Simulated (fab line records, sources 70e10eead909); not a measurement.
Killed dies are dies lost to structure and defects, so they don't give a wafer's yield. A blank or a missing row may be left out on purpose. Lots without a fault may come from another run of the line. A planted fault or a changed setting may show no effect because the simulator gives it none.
fab line records | flow nand_harc
record lots=24 wafers=72 last_day=34
route steps=1302 shown A_CONTACT@1086 A_BLC@1121 A_M0@1159
lots that met no fault: from a run of the same line without faults
start_h: hours from the record's first day to the start of the lot's first wafer shown | wait_h: hours since the lot's step before | " the same as in the row above | L1.1+2: a row that stands for several wafers | - no value, or no start given | * or withheld: withheld | < > ~ a bound
route shown NAME@n: a module of which the file shows steps, and the number in the route of the first | usual: mean/standard deviation of fault-free wafers | same: alike in all rows | chamber/n: place in a boat | sites: the reading at each site | _std_site: their standard deviation | _edge_site: outer sites' mean less inner sites' | radius_mm: how far each site lies from the wafer's centre | mask NAME#n: copy n | behind: the tool/chamber that last shaped the wafer | hold: why the lot was held/for how many hours/how that ended | device: the transistor (n, p or np) that didn't switch | end of line: the same wafers' tests at the end of the route | a step without rows: its recipe alone | killed: dies lost to structure and defects at the first sort, not the wafer's yield | map: a wafer's dies, x killed, . not, _ none there
set.NAME: the setting as run; set.NAME@STEP: as run at that earlier step | model.NAME: the simulator's own value behind a step, which no gauge read
steps of the route over a sample of lots; a table a step, a row a wafer
services: from which hour (start_h, from the record's first day; less than 0 if before it) a tool's chamber was out of use, for how many hours, and why
## steps
# step NHARC_A_CONTACT_ETCH_134
# recipe source_w=withheld pressure_mtorr=20 bias_v=withheld time_s=140 target_depth_a=7000 ar_flow_sccm=withheld c4f8_flow_sccm=withheld o2_flow_sccm=withheld chemistry=C4F8/O2/Ar
# columns lot.wafer tool chamber start_h wait_h rf_hours_counter_h
L074.1 har_cap_etch-03 0 523.35 - 51
L074.3 " 0 " " -
L074.5 " 0 " " -
L075.1 har_cap_etch-03 1 525.34 - 53
L075.3 " 0 " " -
L075.4 " 1 " " -
L076.1 har_cap_etch-01 0 535.42 - 6
L076.4 " 0 " " -
L076.6 " 0 " " -
L078.4 har_cap_etch-01 1 543.01 - -
L078.3 " 0 " " -
L078.6 " 1 " " -
L077.3 har_cap_etch-02 0 551.27 - -
L077.5 " 1 " " -
L077.6 " 0 " " -
L079.1 har_cap_etch-01 1 551.56 - 9
L079.4 " 1 " " -
L079.5 " 0 " " -
L080.2 har_cap_etch-02 0 574.77 - 95
L080.4 " 1 " " -
L080.6 " 1 " " -
L081.3 har_cap_etch-01 1 581.94 - -
L081.4 " 0 " " -
L081.5 " 0 " " -
L082.3 har_cap_etch-01 0 589.68 - -
L082.5 " 0 " " -
L082.6 " 1 " " -
L083.1 har_cap_etch-02 1 598.71 - 100
L083.2 " 0 " " 100
L083.3 " 1 " " -
L084.2 har_cap_etch-03 0 602.04 - 68
L084.3 " 0 " " -
L084.6 " 0 " " -
L085.4 har_cap_etch-02 0 623.81 - -
L085.6 " 1 " " -
L085.5 " 0 " " -
L086.2 har_cap_etch-01 0 630.23 - 21
L086.5 " 1 " " -
L086.6 " 0 " " -
L087.2 har_cap_etch-03 0 648.75 - 76
L087.3 " 0 " " -
L087.6 " 1 " " -
L088.4 har_cap_etch-01 0 655.84 - -
L088.3 " 1 " " -
L088.6 " 1 " " -
L089.3 har_cap_etch-02 0 663.59 - -
L089.4 " 1 " " -
L089.5 " 0 " " -
L090.2 har_cap_etch-01 1 684.75 - 33
L090.3 " 1 " " -
L090.6 " 1 " " -
L091.1 har_cap_etch-02 0 685.74 - 116
L091.4 " 0 " " -
L091.6 " 0 " " -
L092.4 har_cap_etch-01 0 692.25 - -
L092.3 " 1 " " -
L092.5 " 0 " " -
L093.2 har_cap_etch-02 1 693.77 - 117
L093.3 " 1 " " -
L093.4 " 0 " " -
L094.4 har_cap_etch-01 0 700.48 - -
L094.5 " 1 " " -
L094.6 " 0 " " -
L096.1 har_cap_etch-02 1 723.05 - 121
L096.4 " 0 " " -
L096.5 " 1 " " -
L095.2 har_cap_etch-01 0 725.49 - 38
L095.4 " 1 " " -
L095.5 " 1 " " -
L097.1 har_cap_etch-02 1 753.55 - 125
L097.3 " 0 " " -
L097.5 " 1 " " -
# step NHARC_A_CONTACT_ETCH_136
# recipe source_w=withheld pressure_mtorr=20 bias_v=1200 time_s=311 target_depth_a=19120 ar_flow_sccm=withheld c4f8_flow_sccm=withheld o2_flow_sccm=withheld chemistry=C4F8/O2/Ar
# columns lot.wafer tool chamber start_h wait_h rf_hours_counter_h
L074.1 har_cap_etch-03 0 523.83 0.2 52
L074.3 " 0 " " -
L074.5 " 0 " " -
L075.1 har_cap_etch-03 1 525.99 0.3 53
L075.3 " 0 " " -
L075.4 " 1 " " -
L076.1 har_cap_etch-01 0 535.90 0.2 6
L076.4 " 0 " " -
L076.6 " 0 " " -
L078.4 har_cap_etch-01 1 543.50 0.2 -
L078.3 " 0 " " -
L078.6 " 1 " " -
L077.3 har_cap_etch-02 0 551.95 0.3 -
L077.5 " 1 " " -
L077.6 " 0 " " -
L079.1 har_cap_etch-01 1 552.08 0.3 9
L079.4 " 1 " " -
L079.5 " 0 " " -
L080.2 har_cap_etch-02 0 575.25 0.2 96
L080.4 " 1 " " -
L080.6 " 1 " " -
L081.3 har_cap_etch-01 1 582.44 0.2 -
L081.4 " 0 " " -
L081.5 " 0 " " -
L082.3 har_cap_etch-01 0 590.18 0.2 -
L082.5 " 0 " " -
L082.6 " 1 " " -
L083.1 har_cap_etch-02 1 599.18 0.2 101
L083.2 " 0 " " 101
L083.3 " 1 " " -
L084.2 har_cap_etch-03 0 602.52 0.2 69
L084.3 " 0 " " -
L084.6 " 0 " " -
L085.4 har_cap_etch-02 0 624.48 0.3 -
L085.6 " 1 " " -
L085.5 " 0 " " -
L086.2 har_cap_etch-01 0 630.71 0.2 21
L086.5 " 1 " " -
L086.6 " 0 " " -
L087.2 har_cap_etch-03 0 649.24 0.2 76
L087.3 " 0 " " -
L087.6 " 1 " " -
L088.4 har_cap_etch-01 0 656.34 0.2 -
L088.3 " 1 " " -
L088.6 " 1 " " -
L089.3 har_cap_etch-02 0 664.24 0.3 -
L089.4 " 1 " " -
L089.5 " 0 " " -
L090.2 har_cap_etch-01 1 685.23 0.2 33
L090.3 " 1 " " -
L090.6 " 1 " " -
L091.1 har_cap_etch-02 0 686.22 0.2 116
L091.4 " 0 " " -
L091.6 " 0 " " -
L092.4 har_cap_etch-01 0 692.75 0.2 -
L092.3 " 1 " " -
L092.5 " 0 " " -
L093.2 har_cap_etch-02 1 694.24 0.2 118
L093.3 " 1 " " -
L093.4 " 0 " " -
L094.4 har_cap_etch-01 0 700.98 0.2 -
L094.5 " 1 " " -
L094.6 " 0 " " -
L096.1 har_cap_etch-02 1 723.53 0.2 121
L096.4 " 0 " " -
L096.5 " 1 " " -
L095.2 har_cap_etch-01 0 725.96 0.2 39
L095.4 " 1 " " -
L095.5 " 1 " " -
L097.1 har_cap_etch-02 1 754.02 0.2 125
L097.3 " 0 " " -
L097.5 " 1 " " -
# step NHARC_A_CONTACT_CD_MEAS_15
# usual cd_nm=190.2/0.57
# columns lot.wafer tool chamber start_h wait_h cd_nm
L074.1 cd_sem-03 - 525.46 - 188.6
L074.3 " - " " 189.2
L074.5 " - " " 189.2
L075.1 cd_sem-03 - 527.90 - 190.1
L075.3 " - " " 189.3
L075.4 " - " " 190.1
L076.1 cd_sem-02 - 537.47 - 189.1
L076.4 " - " " 190.6
L076.6 " - " " 190.0
L078.3 cd_sem-02 - 545.03 - 189.7
L078.4 " - " " 191.0
L078.6 " - " " 189.8
L079.1 cd_sem-01 - 553.94 - 191.1
L079.4 " - " " 190.9
L079.5 " - " " 190.4
L077.3 cd_sem-02 - 553.96 - 191.6
L077.5 " - " " 190.4
L077.6 " - " " 191.2
L080.2 cd_sem-03 - 576.80 - 190.0
L080.4 " - " " 189.6
L080.6 " - " " 189.5
L081.3 cd_sem-02 - 583.95 - 190.0
L081.4 " - " " 190.4
L081.5 " - " " 190.3
L082.3 cd_sem-03 - 591.69 - 190.3
L082.5 " - " " 189.7
L082.6 " - " " 190.0
L083.1 cd_sem-03 - 600.77 - 190.3
L083.2 " - " " 190.5
L083.3 " - " " 190.2
L084.2 cd_sem-03 - 604.08 - 190.3
L084.3 " - " " 190.4
L084.6 " - " " 190.6
L085.4 cd_sem-01 - 626.25 - 189.7
L085.5 " - " " 191.0
L085.6 " - " " 189.6
L086.2 cd_sem-03 - 632.26 - 191.1
L086.5 " - " " 190.9
L086.6 " - " " 190.8
L087.2 cd_sem-01 - 650.79 - 190.2
L087.3 " - " " 190.4
L087.6 " - " " 190.1
L088.3 cd_sem-01 - 657.88 - 189.1
L088.4 " - " " 189.8
L088.6 " - " " 189.7
L089.3 cd_sem-01 - 666.08 - 190.0
L089.4 " - " " 189.5
L089.5 " - " " 189.8
L090.2 cd_sem-03 - 686.78 - 189.9
L090.3 " - " " 189.9
L090.6 " - " " 190.3
L091.1 cd_sem-02 - 687.76 - 190.4
L091.4 " - " " 190.1
L091.6 " - " " 190.0
L092.3 cd_sem-03 - 694.25 - 189.6
L092.4 " - " " 190.5
L092.5 " - " " 189.4
L093.2 cd_sem-02 - 695.83 - 189.3
L093.3 " - " " 189.3
L093.4 " - " " 189.7
L094.4 cd_sem-01 - 702.45 - 190.6
L094.5 " - " " 190.4
L094.6 " - " " 191.1
L096.1 cd_sem-01 - 725.53 - 190.0
L096.4 " - " " 190.2
L096.5 " - " " 190.0
L095.2 cd_sem-01 - 727.59 - 189.7
L095.4 " - " " 189.9
L095.5 " - " " 190.2
L097.1 cd_sem-01 - 755.61 - 190.1
L097.3 " - " " 190.4
L097.5 " - " " 190.1
# step NHARC_A_BLC_ETCH_16
# recipe target_depth_a=390 over_etch_frac=0.3 time_s=65 ion_energy_ev=80 cf4_flow_sccm=150 ar_flow_sccm=0 rf_w=300 bias_w=100 chemistry=CF4
# usual drypump_motor_current_A=5.58/0.28 oes_product_au=1.002/0.0086 rf_vpp_V=150.9/1.2 showerhead_plenum_p_Torr=1.75/0.078 throttle_valve_pct=13.285/0.0082
# columns lot.wafer tool chamber start_h wait_h drypump_motor_current_A oes_product_au rf_hours_counter_h rf_vpp_V showerhead_plenum_p_Torr throttle_valve_pct
L074.3 rie_diel-10 2 529.18 0.1 5.82 1.009 8 151.7 1.80 13.287
L074.1 " 3 " " 5.65 0.998 8 149.3 1.65 13.281
L074.5 " 1 " " 5.32 0.998 - 152.8 1.87 13.299
L075.3 rie_diel-10 2 530.98 0.1 5.85 0.999 8 152.7 1.80 13.288
L075.4 " 3 " " 5.63 1.001 9 150.2 1.65 13.283
L075.1 " 0 " " 5.64 0.997 8 149.9 1.73 13.274
L076.1 rie_diel-10 2 540.75 0.1 5.84 0.997 10 151.8 1.80 13.283
L076.4 " 3 " " 5.64 1.000 10 149.2 1.65 13.295
L076.6 " 2 " " 5.86 1.009 - 150.0 1.80 13.285
L078.3 rie_diel-09 1 548.42 0.1 5.37 1.000 2 151.9 1.79 13.280
L078.4 " 2 " " 5.86 1.001 2 151.5 1.77 13.285
L078.6 " 1 " " 5.38 0.993 - 151.2 1.79 13.279
L079.1 rie_diel-09 0 557.22 0.1 5.33 1.005 2 148.5 1.66 13.277
L079.4 " 2 " " 5.92 0.988 2 151.3 1.77 13.274
L079.5 " 1 " " 5.37 0.993 - 151.3 1.79 13.287
L077.3 rie_diel-10 3 557.87 0.1 5.64 1.010 13 148.7 1.64 13.288
L077.5 " 2 " " 5.76 1.009 - 150.9 1.80 13.275
L077.6 " 3 " " 5.65 1.007 - 149.1 1.64 13.268
L080.4 rie_diel-09 3 579.94 0.1 5.02 0.997 3 151.2 1.71 13.291
L080.2 " 0 " " 5.30 1.003 3 149.9 1.66 13.287
L080.6 " 0 " " 5.32 1.010 - 148.8 1.66 13.295
L081.4 rie_diel-10 0 587.02 0.1 5.64 1.000 14 151.0 1.73 13.269
L081.3 " 1 " " 5.32 1.009 14 152.8 1.87 13.299
L081.5 " 0 " " 5.66 1.016 - 150.2 1.73 13.277
L082.3 rie_diel-09 3 594.75 0.1 5.03 0.995 5 151.3 1.71 13.284
L082.6 " 1 " " 5.36 1.011 - 150.3 1.79 13.283
L082.5 " 2 " " 5.89 1.003 - 150.7 1.77 13.298
L083.3 rie_diel-12 2 603.99 0.2 5.26 1.017 42 150.0 1.68 13.305
L083.2 " 0 " " 5.81 1.004 53 151.4 1.89 13.293
L083.1 " 1 " " 6.73 1.000 57 151.8 1.80 13.287
L084.3 rie_diel-10 3 607.18 0.1 5.63 1.017 0 149.3 1.64 13.261
L084.2 " 2 " " 5.75 0.994 0 151.3 1.79 13.277
L084.6 " 0 " " 5.68 1.003 - 151.7 1.73 13.284
L085.4 rie_diel-09 2 629.46 0.1 5.93 1.000 6 152.1 1.77 13.273
L085.6 " 2 " " 5.91 1.005 - 151.2 1.77 13.280
L085.5 " 3 " " 5.04 0.993 - 149.5 1.71 13.288
L086.2 rie_diel-10 2 636.28 0.1 5.81 0.982 3 151.4 1.79 13.280
L086.5 " 3 " " 5.65 1.010 - 148.7 1.64 13.280
L086.6 " 0 " " 5.64 0.997 - 150.4 1.73 13.284
L087.2 rie_diel-10 1 654.84 0.1 5.33 1.022 4 152.1 1.87 13.278
L087.3 " 2 " " 5.81 0.995 4 150.7 1.79 13.276
L087.6 " 0 " " 5.67 0.996 - 150.6 1.73 13.298
L088.3 rie_diel-10 1 661.16 0.1 5.31 1.008 5 153.5 1.87 13.298
L088.4 " 3 " " 5.62 1.013 5 150.5 1.64 13.282
L088.6 " 2 " " 5.83 0.993 - 151.0 1.79 13.278
L089.4 rie_diel-10 2 669.56 0.1 5.79 0.998 5 151.2 1.79 13.297
L089.3 " 0 " " 5.63 0.984 5 151.1 1.73 13.277
L089.5 " 1 " " 5.29 1.001 - 150.4 1.87 13.299
L090.2 rie_diel-10 2 689.99 0.1 5.81 1.002 8 150.8 1.79 13.283
L090.3 " 1 " " 5.31 1.016 8 152.2 1.87 13.277
L090.6 " 2 " " 5.80 1.004 - 153.4 1.79 13.295
L091.4 rie_diel-12 1 690.99 0.1 6.72 0.982 16 151.9 1.80 13.293
L091.1 " 2 " " 5.26 0.997 18 151.5 1.67 13.268
L091.6 " 0 " " 5.80 1.012 - 151.0 1.89 13.294
L092.4 rie_diel-10 2 697.33 0.1 5.76 1.007 9 151.9 1.79 13.290
L092.3 " 1 " " 5.31 1.007 9 151.0 1.87 13.269
L092.5 " 2 " " 5.80 0.990 - 152.4 1.79 13.283
L093.4 rie_diel-10 2 699.16 0.1 5.79 0.995 9 151.6 1.79 13.280
L093.2 " 3 " " 5.64 1.006 9 149.0 1.64 13.285
L093.3 " 1 " " 5.29 1.007 9 151.3 1.87 13.286
L094.4 rie_diel-09 0 705.57 0.1 5.32 0.987 1 149.4 1.66 13.285
L094.5 " 3 " " 5.04 0.982 - 150.5 1.71 13.276
L094.6 " 0 " " 5.32 1.001 - 148.9 1.66 13.287
L096.4 rie_diel-10 0 728.63 0.1 5.67 0.991 10 149.6 1.73 13.287
L096.1 " 2 " " 5.80 0.993 13 152.4 1.79 13.296
L096.5 " 3 " " 5.64 1.007 - 149.5 1.64 13.282
L095.4 rie_diel-10 3 731.02 0.1 5.66 1.010 12 149.1 1.64 13.289
L095.2 " 0 " " 5.66 0.998 10 151.1 1.73 13.286
L095.5 " 2 " " 5.79 1.002 - 152.6 1.79 13.283
L097.1 rie_diel-10 3 759.31 0.1 5.63 1.000 15 149.4 1.64 13.295
L097.3 " 0 " " 5.67 1.005 13 150.0 1.73 13.294
L097.5 " 0 " " 5.65 0.994 - 151.0 1.73 13.284
# step NHARC_A_M0_PVD_21
# recipe target_thk_a=300 chamber_pressure_pa=5 power_w=5000 substrate_temp_c=30 time_s=20.49 material=Cu
# usual throttle_valve_pct=29.7/0.9
# columns lot.wafer tool chamber start_h wait_h throttle_valve_pct
L074.3 pvd_sputter-02 - - - 28.8
L074.1 " - " " 29.8
L074.5 " - " " 31.3
L075.3 pvd_sputter-02 - - - 28.8
L075.1 " - " " 30.0
L075.4 " - " " 29.3
L076.1 pvd_sputter-02 - - - 31.2
L076.4 " - " " 28.9
L076.6 " - " " 29.0
L078.4 pvd_sputter-01 - - - 30.4
L078.3 " - " " 29.7
L078.6 " - " " 29.1
L079.4 pvd_sputter-01 - - - 29.1
L079.1 " - " " 30.2
L079.5 " - " " 28.8
L077.3 pvd_sputter-03 - - - 31.5
L077.5 " - " " 28.6
L077.6 " - " " 31.7
L080.4 pvd_sputter-02 - - - 29.1
L080.2 " - " " 31.3
L080.6 " - " " 28.8
L081.4 pvd_sputter-02 - - - 29.2
L081.3 " - " " 30.0
L081.5 " - " " 30.1
L082.3 pvd_sputter-03 - - - 28.4
L082.6 " - " " 30.7
L082.5 " - " " 29.0
L083.2 pvd_sputter-03 - - - 28.5
L083.3 " - " " 31.4
L083.1 " - " " 30.5
L084.3 pvd_sputter-01 - - - 29.7
L084.2 " - " " 30.2
L084.6 " - " " 29.5
L085.4 pvd_sputter-01 - - - 29.8
L085.6 " - " " 29.0
L085.5 " - " " 29.4
L086.2 pvd_sputter-03 - - - 28.7
L086.5 " - " " 28.6
L086.6 " - " " 31.6
L087.3 pvd_sputter-01 - - - 29.2
L087.2 " - " " 30.0
L087.6 " - " " 29.5
L088.4 pvd_sputter-02 - - - 29.5
L088.3 " - " " 30.6
L088.6 " - " " 29.9
L089.3 pvd_sputter-01 - - - 29.6
L089.4 " - " " 30.0
L089.5 " - " " 29.5
L090.2 pvd_sputter-02 - - - 29.9
L090.3 " - " " 30.9
L090.6 " - " " 30.0
L091.1 pvd_sputter-03 - - - 30.6
L091.4 " - " " 31.5
L091.6 " - " " 30.6
L092.4 pvd_sputter-01 - - - 29.9
L092.3 " - " " 29.4
L092.5 " - " " 29.9
L093.3 pvd_sputter-01 - - - 29.5
L093.2 " - " " 30.2
L093.4 " - " " 29.2
L094.4 pvd_sputter-02 - - - 31.0
L094.6 " - " " 28.0
L094.5 " - " " 30.0
L096.4 pvd_sputter-02 - - - 29.7
L096.1 " - " " 29.8
L096.5 " - " " 28.3
L095.2 pvd_sputter-02 - - - 28.2
L095.4 " - " " 29.8
L095.5 " - " " 30.5
L097.1 pvd_sputter-02 - - - 30.0
L097.3 " - " " 28.2
L097.5 " - " " 29.7
# step NHARC_A_M0_DEP_32
# recipe target_thk_a=300 temp_c=370 target_thk_nm=30 pressure_torr=3 flow_sccm=200 rf_w=450 material=SiCN
# usual chamber_pressure_Torr=3.000/0.0073 heater_power_outer_w=361/56 heater_power_w=623/99
# columns lot.wafer tool chamber start_h wait_h chamber_pressure_Torr heater_power_outer_w heater_power_w
L074.1 pecvd-02 2 535.73 0.1 3.002 392 639
L074.3 " 0 " " 2.999 448 773
L074.5 " 0 " " 2.995 477 760
L075.1 pecvd-01 0 537.58 0.1 2.992 370 632
L075.3 " 1 " " 3.007 419 787
L075.4 " 2 " " 3.001 298 514
L076.1 pecvd-01 2 547.84 0.1 3.004 305 542
L076.4 " 1 " " 3.002 384 744
L076.6 " 2 " " 2.998 311 524
L078.3 pecvd-01 0 555.05 0.1 2.999 325 567
L078.6 " 0 " " 2.989 329 582
L078.4 " 2 " " 3.008 309 539
L079.1 pecvd-02 0 564.07 0.1 3.011 465 780
L079.5 " 1 " " 2.998 350 603
L079.4 " 2 " " 2.999 327 578
L077.3 pecvd-03 1 565.19 0.2 3.000 349 578
L077.6 " 0 " " 2.977 410 668
L077.5 " 1 " " 2.995 345 591
L080.2 pecvd-01 1 586.75 0.1 2.999 399 762
L080.6 " 0 " " 2.990 345 598
L080.4 " 1 " " 3.007 396 778
L081.3 pecvd-01 1 593.77 0.1 3.010 377 743
L081.4 " 0 " " 3.008 400 685
L081.5 " 1 " " 3.008 386 736
L082.3 pecvd-03 1 601.54 0.2 3.001 338 574
L082.6 " 1 " " 3.003 341 562
L082.5 " 0 " " 2.996 396 676
L083.1 pecvd-03 1 610.59 0.2 3.012 310 533
L083.2 " 1 " " 3.004 316 543
L083.3 " 1 " " 3.004 315 541
L084.2 pecvd-03 1 613.90 0.3 2.996 338 562
L084.3 " 1 " " 3.004 339 573
L084.6 " 1 " " 2.983 343 573
L085.4 pecvd-02 1 636.26 0.2 3.006 330 580
L085.5 " 0 " " 2.998 433 773
L085.6 " 1 " " 2.997 338 566
L086.2 pecvd-02 0 643.41 0.1 2.985 411 713
L086.6 " 0 " " 2.998 413 740
L086.5 " 2 " " 3.001 330 575
L087.2 pecvd-03 1 661.40 0.1 2.994 354 592
L087.3 " 2 " " 3.007 276 484
L087.6 " 1 " " 2.995 362 602
L088.3 pecvd-02 2 667.70 0.1 2.998 402 652
L088.4 " 0 " " 2.999 447 766
L088.6 " 1 " " 2.995 353 570
L089.3 pecvd-03 0 676.03 0.1 3.004 399 672
L089.4 " 0 " " 3.002 389 640
L089.5 " 2 " " 2.982 309 538
L090.2 pecvd-03 0 696.73 0.1 3.008 355 623
L090.3 " 1 " " 2.991 311 535
L090.6 " 2 " " 2.998 326 571
L091.1 pecvd-02 2 697.65 0.1 2.991 311 552
L091.6 " 0 " " 3.007 493 826
L091.4 " 2 " " 3.002 319 534
L092.3 pecvd-03 0 703.81 0.1 2.996 409 691
L092.5 " 2 " " 2.991 322 544
L092.4 " 1 " " 2.990 374 599
L093.2 pecvd-01 1 705.71 0.1 2.998 383 699
L093.3 " 2 " " 3.004 239 442
L093.4 " 0 " " 3.007 340 594
L094.5 pecvd-01 2 712.28 0.2 2.995 255 463
L094.6 " 0 " " 3.003 361 599
L094.4 " 1 " " 3.008 407 751
L096.1 pecvd-02 0 736.19 0.1 3.002 471 824
L096.5 " 0 " " 2.999 482 850
L096.4 " 1 " " 2.994 331 564
L095.2 pecvd-01 2 737.71 0.1 3.006 220 424
L095.5 " 0 " " 2.982 370 627
L095.4 " 1 " " 3.009 419 749
L097.1 pecvd-02 0 765.77 0.1 3.007 471 817
L097.3 " 1 " " 3.009 392 635
L097.5 " 1 " " 2.994 299 506
## services
# columns tool chamber start_h hours kind
pecvd-02 2 503.27 5.1 repair
har_cap_etch-01 - 504.50 0.9 repair
pvd_sputter-02 - 509.23 3.4 repair
pvd_sputter-01 - 532.13 9.8 repair
har_cap_etch-02 - 535.22 0.4 repair
pecvd-03 - 547.00 13.0 pm
pvd_sputter-02 - 552.19 0.9 repair
pecvd-02 1 559.97 1.8 repair
pvd_sputter-01 - 571.53 0.7 repair
pvd_sputter-02 - 577.88 2.5 repair
pvd_sputter-01 - 580.11 1.2 repair
pvd_sputter-01 - 582.03 10.0 pm
pecvd-02 - 589.25 13.0 pm
rie_diel-10 - 596.51 9.0 pm
pecvd-02 - 608.80 0.5 repair
pecvd-03 0 609.06 12.5 repair
pecvd-02 2 623.97 14.2 repair
pvd_sputter-02 - 633.29 8.0 repair
pvd_sputter-02 - 641.34 10.0 pm
pecvd-01 - 673.61 13.0 pm
pvd_sputter-02 - 684.56 1.8 repair
rie_diel-10 0 685.11 5.4 repair
pvd_sputter-02 - 750.85 1.4 repair
har_cap_etch-02 - 755.11 17.0 pm
## key
fault none
